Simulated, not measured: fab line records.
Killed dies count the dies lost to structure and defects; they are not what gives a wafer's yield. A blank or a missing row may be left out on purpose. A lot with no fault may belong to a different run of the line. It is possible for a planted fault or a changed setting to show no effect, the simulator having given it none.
Chamber matching	flow n5 finfet	4 sister chambers for N5_STI_FIN_REVEAL_ALD_14 on ald sin-02
The step deposits Si3N4, target thk 3 nm. 22 wafers are shown with their chamber, then 11 later ones without.

== WAFERS PAIRED WITH THEIR CHAMBERS ==
wafer	chamber	heater power w (W)
L077.1	3	922
L077.2	2	885
L077.3	0	843
L078.1	3	923
L078.5	2	847
L078.6	3	948
L079.1	0	840
L079.2	3	932
L079.3	1	662
L079.4	2	856
L079.5	1	658
L079.6	0	867
L080.1	1	670
L080.2	0	832
L080.3	3	921
L080.4	2	882
L080.5	3	915
L080.6	2	854
L081.3	2	854
L081.4	0	833
L081.5	0	845
L082.2	1	686

SIGNATURES (means of the wafers above)
reading	chamber 0	chamber 1	chamber 2	chamber 3	scatter within a chamber
heater power w	843.33	669.00	863.00	926.83	13.5
Rule: a wafer lies at a distance from a chamber equal to the root of the sum of squares, over the readings, of (its reading less the chamber's mean, divided by the reading's scatter). If the next closest chamber is less than 2 further off than the closest, the wafer can't be placed; otherwise it belongs to the closest. How the scatter is found: for the shown wafers, subtract from each reading the mean of its chamber, square and add these, divide the total by (wafers less chambers), then take the root.

== WAFERS WITHOUT THEIR CHAMBER ==
wafer	heater power w (W)
L082.3	918
L082.6	679
L083.2	878
L083.5	855
L083.6	673
L089.1	892
L089.4	865
L089.6	667
L095.1	882
L095.3	846
L095.4	704

== EACH ONE'S CHAMBER ==
wafer	from the rows above	in truth
L082.3	3	3
L082.6	1	1
L083.2	can't be placed: 2 or 0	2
L083.5	can't be placed: 2 or 0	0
L083.6	1	1
L089.1	can't be placed: 2 or 3 or 0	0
L089.4	can't be placed: 2 or 0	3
L089.6	1	1
L095.1	can't be placed: 2 or 0 or 3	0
L095.3	can't be placed: 0 or 2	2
L095.4	1	1
Correct placement for 5 of the 11. Unplaceable from these rows: 6, with the true chamber sitting among the candidates in 5. 0 placed wrongly.
